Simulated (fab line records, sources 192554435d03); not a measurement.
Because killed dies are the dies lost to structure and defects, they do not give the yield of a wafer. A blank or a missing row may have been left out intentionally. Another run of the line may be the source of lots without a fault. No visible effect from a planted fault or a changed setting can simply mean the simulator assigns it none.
Comparing a struck lot with a sound one | flow n5Finfet | 37 steps out of a route of 1938
Sound: these wafers, L525.2, L525.4, L525.6. The struck wafers were L537.2, L537.4, L537.5. At the end, the cause is stated.
Each step with rows lists, per side, the tool, then ch with its chambers, then its first start. Under that, the readings that differ: sound wafers | struck wafers | difference of the means | sigmas: that difference in standard deviations of wafers without a fault.
alike: a reading whose means differ by less than 2 such deviations, as well as words and numbers matching on both sides. not compared: withheld readings; readings where some wafer has no value; bounds like >300 that might hide an equal value; numbers whose values overlap and for which the record gives no deviation.
The two part at a step that has a row with sigmas, a row that says differs or no value, or rows on one side only. Non-overlapping numbers with no deviation appear without sigmas and do not part them. A reading missing from all wafers of one side parts the sides only when that side holds two or more wafers.

first, 9 steps without rows for these wafers: N5_PMOS_HMC_CHANNEL_EPI_EXPOSE_06 (exposes mask PMOS HMC BLK, target cd 240 nm); N5_PMOS_HMC_CHANNEL_EPI_PEB_07 (peb time 60 s); N5_PMOS_HMC_CHANNEL_EPI_DEVELOP_08 (develop time 30 s); N5_PMOS_HMC_CHANNEL_EPI_DESCUM_14 (chemistry O2, time 7.9 s); N5_PMOS_HMC_CHANNEL_EPI_ETCH_32 (etches BARC in N2/H2, stops on SiO2, target depth 85.8 nm, time 50.3 s); N5_PMOS_HMC_CHANNEL_EPI_HM_OPEN_15 (chemistry CHF3/O2, target SiO2, target depth 40.6 nm, time 20.3 s); N5_PMOS_HMC_CHANNEL_EPI_STRIP_33 (strips in N2/H2); N5_PMOS_HMC_CHANNEL_EPI_STRIP_17 (strips in SPM, time 750 s); N5_PMOS_HMC_CHANNEL_EPI_ETCH_38 (etches SiO2 in CF4, target depth 1.5 nm).
N5_PMOS_HMC_CHANNEL_EPI_FIN_RECESS_16: chemistry HBr/Cl2, target Si, target depth 54 nm, time 18 s.
  sound on rieSi-04 ch 1,3, day 2 18:03; struck on rieSi-04 ch 1,2,3, day 5 17:47
  no value came back on the struck wafers for any of 5 readings (HBr_flow_sccm (sccm), biasW (W) and others); on the sound wafers HBr_flow_sccm (sccm) reads 149.8 149.8 149.8
reading                                                 | sound            | struck            | difference | sigmas
model.SiO2_of_PMOS_HMC_CHANNEL_EPI_HM_DEP_34.thkNm (nm) | 30.28 30.9 30.51 | 34.18 34.54 35.69 | +4.24      | 
  not compared: rfHoursCounterH
then, 1 step without rows for these wafers: N5_PMOS_HMC_CHANNEL_EPI_PRECLEAN_36 (cleans in O3/DIW, time 45 s).
N5_PMOS_HMC_CHANNEL_EPI_PRECLEAN_18: cleans in DHF, time 30 s.
  sound on wetBench-02 ch 1,6,7, day 2 18:10; struck on wetBench-04 ch 0,1,4, day 5 17:54
reading                                                 | sound             | struck           | difference | sigmas
model.SiO2_of_PMOS_HMC_CHANNEL_EPI_HM_DEP_34.thkNm (nm) | 24.71 25.34 24.98 | 28.55 28.9 30.07 | +4.16      | 
  alike: tempC
then, 22 steps without rows for these wafers: N5_PMOS_HMC_CHANNEL_EPI_SRD_19 (time 30 s); N5_PMOS_HMC_CHANNEL_EPI_EPI_20 (deposits SiGe30, target thk 59 nm); N5_PMOS_HMC_CHANNEL_EPI_HM_STRIP_35 (strips SiO2 in dHF, material SiO2, target depth 39.6 nm, time 216 s); N5_PMOS_HMC_CHANNEL_EPI_SRD_39 (time 30 s); N5_PMOS_HMC_CHANNEL_EPI_CMP_21 (polishes SiGe30, target thk 54 nm); N5_PMOS_HMC_CHANNEL_EPI_PRECLEAN_40 (cleans in DHF, time 30 s); N5_PMOS_HMC_CHANNEL_EPI_PRECLEAN_37 (cleans in O3/DIW, time 45 s); N5_PMOS_HMC_CHANNEL_EPI_PRECLEAN_24 (cleans in DHF, time 30 s); N5_PMOS_HMC_CHANNEL_EPI_SRD_25 (time 30 s); N5_PMOS_HMC_CHANNEL_EPI_EPI_26 (deposits Si from SiH4/H2, target thk 3.8 nm, time 22.7 s); N5_FIN_SAQP_PRECLEAN_42 (cleans in O3/DIW, time 60 s); N5_FIN_SAQP_PRECLEAN_00 (cleans in SC1, time 60 s); N5_FIN_SAQP_PRECLEAN_44 (cleans in SC2, time 45 s); N5_FIN_SAQP_SRD_01 (time 30 s); N5_FIN_SAQP_ALD_61 (deposits SiO2, target thk 4 nm, pulse time 1 s, purge time 2 s); N5_FIN_SAQP_DENSIFY_62 (time 60 s); N5_FIN_SAQP_HM_DEP_03 (deposits SiNx from SiH4/NH3/N2, target thk 38 nm, time 33.6 s); N5_FIN_SAQP_PECVD_47 (deposits a-Si from SiH4/He, target thk 45 nm, time 36.3 s); N5_FIN_SAQP_PECVD_48 (deposits SiNx from SiH4/NH3/N2, target thk 25 nm, time 22.1 s); N5_FIN_SAQP_PECVD_06 (deposits a-Si from SiH4/He, target thk 60 nm, time 48.1 s); N5_FIN_SAQP_HM_DEP_72 (deposits SiO2 from SiH4/N2O, target thk 12 nm, time 7.2 s); N5_FIN_SAQP_COAT_49 (time 60 s, resist thk 100 nm).
N5_FIN_SAQP_OVL_MEAS_17:
  sound on overlay-02 ch 0, day 2 21:34; struck on overlay-02 ch 0, day 5 21:59
reading           | sound        | struck | difference                    | sigmas
FIN_CORE_OVL (nm) | 0.2 -0.8 0.8 | - - -  | no value on the struck wafers | 
-- the record jumps here: 7 days lie between the struck wafers' starts before and after (it left off in module FIN_SAQP and takes up again in module BEOL_M4, whose first step shown is number 1111 of the route) --
N5_BEOL_M4_RC_MEAS_101:
  sound on prober-02 ch 0, day 8 18:12; struck on prober-02 ch 0, day 13 07:27
reading             | sound                    | struck                  | difference | sigmas
CJ_P                | 6.08 5.83 5.84           | 6.50 6.48 6.48          | +0.57      | +4
DIBL_P (mV/V)       | 36.1 39.5 35.2           | 54.2 58.4 59.5          | +20.4      | +10
IOFF_P (nA/um)      | 0.20 0.25 0.19           | 0.00 0.00 0.00          | -0.21      | -6
IOFF_P_85C (nA/um)  | 3.4 4.2 3.2              | 0.0 0.1 0.1             | -3.5       | -7
IOFF_P_LIN (nA/um)  | 0.096 0.111 0.090        | 0.000 0.001 0.001       | -0.098     | -8
IOFF_P_LONG (nA/um) | 0.000104 9.9e-05 9.8e-05 | 3.1e-05 3.2e-05 3.3e-05 | -6.8e-05   | -8
ION_P (uA/um)       | 466 465 457              | 116 119 121             | -344       | -40
REXT_P (ohm.um)     | 95.8 96.3 95.8           | 76.7 76.0 76.7          | -19.5      | -8
SS_P (mV/dec)       | 73.9 74.8 73.1           | 76.8 77.9 77.4          | +3.4       | +5
VT_P (mV)           | -252 -247 -255           | -415 -413 -409          | -161       | -52
VT_P_LONG (mV)      | -278 -276 -277           | -497 -495 -499          | -220       | -71
VT_P_LVT (mV)       | -101.8 -98.1 -102.8      | -268.9 -264.1 -264.3    | -164.9     | -63
  alike: DIBL_N, IOFF_N, ION_N, SS_N, VT_N
-- here the record skips 4 days between the struck wafers' starts before and after, leaving off in module BEOL_M4 and picking up in module PASSIVATION (first step shown: number 1936 of the route) --
N5_PASSIVATION_PROBE_49:
  sound: prober-01 at day 12 02:04; struck: prober-02 at day 17 12:49
reading              | sound          | struck            | difference | sigmas
sort_bin_8_speed (%) | 0 0 0          | 90.00 91.10 90.85 | +90.65     | +99 or more
sortNPass            | 1055 1106 1075 | 0 0 0             | -1079      | -60
sortYieldPct (%)     | 89.4 93.7 91.1 | 0 0 0             | -91        | -61
  alike: defectLimitedYield, killed_at_M0_to_M3, killed_at_M4_up, killedAtContacts, killedAtFrontEnd, killedAtOther, killedDies, killedOnRim, killedOpen, killedShort, sort_bin_5_function, sort_bin_6_memory

## WHERE THEY PART
Last at N5_PASSIVATION_PROBE_49 as far as this record goes, first at N5_PMOS_HMC_CHANNEL_EPI_FIN_RECESS_16.

WHY: what the simulator had put in
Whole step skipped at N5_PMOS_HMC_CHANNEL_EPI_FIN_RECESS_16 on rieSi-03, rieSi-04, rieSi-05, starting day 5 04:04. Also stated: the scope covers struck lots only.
